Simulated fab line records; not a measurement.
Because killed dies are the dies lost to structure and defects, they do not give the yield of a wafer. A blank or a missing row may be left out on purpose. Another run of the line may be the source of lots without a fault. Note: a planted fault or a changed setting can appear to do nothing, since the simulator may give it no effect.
Lot-split experiment || flow n5Finfet || route with 1938 steps; 7 lots, 21 wafers read

ON THE SPLIT
At N5_BEOL_M10_COAT_64 (time 60 s, resist thk 30 nm), the setting spinRpm was moved away from the recipe's 1500 rpm on 5 of the 21 wafers read, by -8.2% to +3.7%. The other wafers ran this setting at the recipe's value.

FROM THE SPLIT TO THE READING: what the file shows between them, 4 steps
- N5_BEOL_M10_COAT_22: resist thk 90 nm
- N5_BEOL_M10_EBR_24
- N5_BEOL_M10_DESCUM_33: chemistry O2, time 7.9 s
- N5_BEOL_M10_ETCH_65: etches SiARC in CF4, target depth 39 nm, time 65 s

THE READING
SiARC_of_BEOL_M10_COAT_64.thkNm (the simulator's own value, which no gauge read), in nm, at N5_BEOL_M10_ETCH_66 (etches SOC in N2/H2, target depth 120 nm, overetch 24 nm, time 180 s). The file gives no usual value for it. Average 22.7 nm, standard deviation 0.14 nm, over the 16 wafers here run with the recipe.

{"wafer": "L076.1", "tool, chamber at the split": "lithoTrack-01, 0", "spinRpm as run, rpm": 1500, "against the recipe": "recipe", "SiARC_of_BEOL_M10_COAT_64.thkNm, nm": 23, "against lot-mates on the recipe": "-"}
{"wafer": "L076.4", "tool, chamber at the split": "lithoTrack-01, 0", "spinRpm as run, rpm": 1500, "against the recipe": "recipe", "SiARC_of_BEOL_M10_COAT_64.thkNm, nm": 22.8, "against lot-mates on the recipe": "-"}
{"wafer": "L076.6", "tool, chamber at the split": "lithoTrack-01, 0", "spinRpm as run, rpm": 1500, "against the recipe": "recipe", "SiARC_of_BEOL_M10_COAT_64.thkNm, nm": 22.8, "against lot-mates on the recipe": "-"}
{"wafer": "L077.4", "tool, chamber at the split": "lithoTrack-04, 0", "spinRpm as run, rpm": 1500, "against the recipe": "recipe", "SiARC_of_BEOL_M10_COAT_64.thkNm, nm": 22.8, "against lot-mates on the recipe": "-"}
{"wafer": "L077.5", "tool, chamber at the split": "lithoTrack-04, 0", "spinRpm as run, rpm": 1500, "against the recipe": "recipe", "SiARC_of_BEOL_M10_COAT_64.thkNm, nm": 22.8, "against lot-mates on the recipe": "-"}
{"wafer": "L077.6", "tool, chamber at the split": "lithoTrack-04, 0", "spinRpm as run, rpm": 1500, "against the recipe": "recipe", "SiARC_of_BEOL_M10_COAT_64.thkNm, nm": 22.8, "against lot-mates on the recipe": "-"}
{"wafer": "L078.1", "tool, chamber at the split": "lithoTrack-01, 0", "spinRpm as run, rpm": 1500, "against the recipe": "recipe", "SiARC_of_BEOL_M10_COAT_64.thkNm, nm": 22.6, "against lot-mates on the recipe": "-"}
{"wafer": "L078.3", "tool, chamber at the split": "lithoTrack-01, 0", "spinRpm as run, rpm": 1500, "against the recipe": "recipe", "SiARC_of_BEOL_M10_COAT_64.thkNm, nm": 22.6, "against lot-mates on the recipe": "-"}
{"wafer": "L078.5", "tool, chamber at the split": "lithoTrack-01, 0", "spinRpm as run, rpm": 1500, "against the recipe": "recipe", "SiARC_of_BEOL_M10_COAT_64.thkNm, nm": 22.6, "against lot-mates on the recipe": "-"}
{"wafer": "L083.2", "tool, chamber at the split": "lithoTrack-04, 0", "spinRpm as run, rpm": 1500, "against the recipe": "recipe", "SiARC_of_BEOL_M10_COAT_64.thkNm, nm": 22.8, "against lot-mates on the recipe": "-"}
{"wafer": "L083.4", "tool, chamber at the split": "lithoTrack-04, 0", "spinRpm as run, rpm": 1500, "against the recipe": "recipe", "SiARC_of_BEOL_M10_COAT_64.thkNm, nm": 22.8, "against lot-mates on the recipe": "-"}
{"wafer": "L083.6", "tool, chamber at the split": "lithoTrack-04, 0", "spinRpm as run, rpm": 1500, "against the recipe": "recipe", "SiARC_of_BEOL_M10_COAT_64.thkNm, nm": 22.8, "against lot-mates on the recipe": "-"}
{"wafer": "L089.2", "tool, chamber at the split": "lithoTrack-01, 0", "spinRpm as run, rpm": 1556, "against the recipe": "+3.7%", "SiARC_of_BEOL_M10_COAT_64.thkNm, nm": 22, "against lot-mates on the recipe": -0.5}
{"wafer": "L089.4", "tool, chamber at the split": "lithoTrack-01, 0", "spinRpm as run, rpm": 1500, "against the recipe": "recipe", "SiARC_of_BEOL_M10_COAT_64.thkNm, nm": 22.4, "against lot-mates on the recipe": "-"}
{"wafer": "L089.6", "tool, chamber at the split": "lithoTrack-01, 0", "spinRpm as run, rpm": 1500, "against the recipe": "recipe", "SiARC_of_BEOL_M10_COAT_64.thkNm, nm": 22.6, "against lot-mates on the recipe": "-"}
{"wafer": "L090.1", "tool, chamber at the split": "lithoTrack-01, 0", "spinRpm as run, rpm": 1500, "against the recipe": "recipe", "SiARC_of_BEOL_M10_COAT_64.thkNm, nm": 22.8, "against lot-mates on the recipe": "-"}
{"wafer": "L090.3", "tool, chamber at the split": "lithoTrack-01, 0", "spinRpm as run, rpm": 1377, "against the recipe": "-8.2%", "SiARC_of_BEOL_M10_COAT_64.thkNm, nm": 23.8, "against lot-mates on the recipe": "+1.0"}
{"wafer": "L090.5", "tool, chamber at the split": "lithoTrack-01, 0", "spinRpm as run, rpm": 1377, "against the recipe": "-8.2%", "SiARC_of_BEOL_M10_COAT_64.thkNm, nm": 23.8, "against lot-mates on the recipe": "+1.0"}
{"wafer": "L096.2", "tool, chamber at the split": "lithoTrack-04, 0", "spinRpm as run, rpm": 1405, "against the recipe": "-6.3%", "SiARC_of_BEOL_M10_COAT_64.thkNm, nm": 23.8, "against lot-mates on the recipe": "+1.2"}
{"wafer": "L096.5", "tool, chamber at the split": "lithoTrack-04, 0", "spinRpm as run, rpm": 1405, "against the recipe": "-6.3%", "SiARC_of_BEOL_M10_COAT_64.thkNm, nm": 23.6, "against lot-mates on the recipe": "+1.0"}
{"wafer": "L096.6", "tool, chamber at the split": "lithoTrack-04, 0", "spinRpm as run, rpm": 1500, "against the recipe": "recipe", "SiARC_of_BEOL_M10_COAT_64.thkNm, nm": 22.6, "against lot-mates on the recipe": "-"}

FIT RESULTS
A straight line over all 21 wafers: SiARC_of_BEOL_M10_COAT_64.thkNm changes by -0.144 nm for each +1% of spinRpm; r = -0.96; the points scatter about the line by 0.14 nm.
The same after taking each lot's own level away (the mean of its wafers on the recipe; 21 wafers): -0.14 nm for each +1%; r = -0.98; scatter 0.1 nm.
Per that fit: largest spinRpm move, reading shift of 1.1 nm.
From 22.50 to 22.87 nm: that is the span of the lots' own levels, equal to 2.6 times the standard deviation above.
Hence the lot-to-lot level has little effect on the slope; both slopes agree.
Check: with one of the wafers moved furthest among these (-8.2%) left out of the fit, the line predicts +1.22 nm for it against its lot-mates. Against them it came out at +1 nm.

THESE WAFERS: OTHER SPLITS
Note: prior to the reading, these wafers also went through further splits. Each is held against what the fit with the lots' levels taken away leaves over:
{"other split on the same wafers": "N5_BEOL_M9_ETCH_66 timeS", "wafers away from the commonest value": 9, "r with SiARC_of_BEOL_M10_COAT_64.thkNm (lot level and that fit taken away)": -0.42}
{"other split on the same wafers": "N5_BEOL_M10_COAT_63 spinRpm", "wafers away from the commonest value": 6, "r with SiARC_of_BEOL_M10_COAT_64.thkNm (lot level and that fit taken away)": "+0.30"}

THE WHOLE CHAIN: every reading that the file lists as answering this split, in the file's order
{"step": "N5_BEOL_M10_COAT_64", "what it does": "time 60 s, resist thk 30 nm", "reading": "SiARC_of_BEOL_M10_COAT_64.thkNm (the simulator's own value, which no gauge read)", "change (the file's fit)": "-0.159 nm for each +1% of the setting", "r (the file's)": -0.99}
{"step": "N5_BEOL_M10_ETCH_65", "what it does": "etches SiARC in CF4, target depth 39 nm, time 65 s", "reading": "etch.depthNm (the simulator's own value, which no gauge read)", "change (the file's fit)": "-0.156 nm for each +1% of the setting", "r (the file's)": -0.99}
{"step": "N5_BEOL_M10_ETCH_66", "what it does": "etches SOC in N2/H2, target depth 120 nm, overetch 24 nm, time 180 s", "reading": "SiARC_of_BEOL_M10_COAT_64.thkNm (the simulator's own value, which no gauge read)", "change (the file's fit)": "-0.14 nm for each +1% of the setting", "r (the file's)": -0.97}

THE FILE'S OWN FIT
SiARC_of_BEOL_M10_COAT_64.thkNm changes by -0.14 nm for each +1% of spinRpm, r = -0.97.
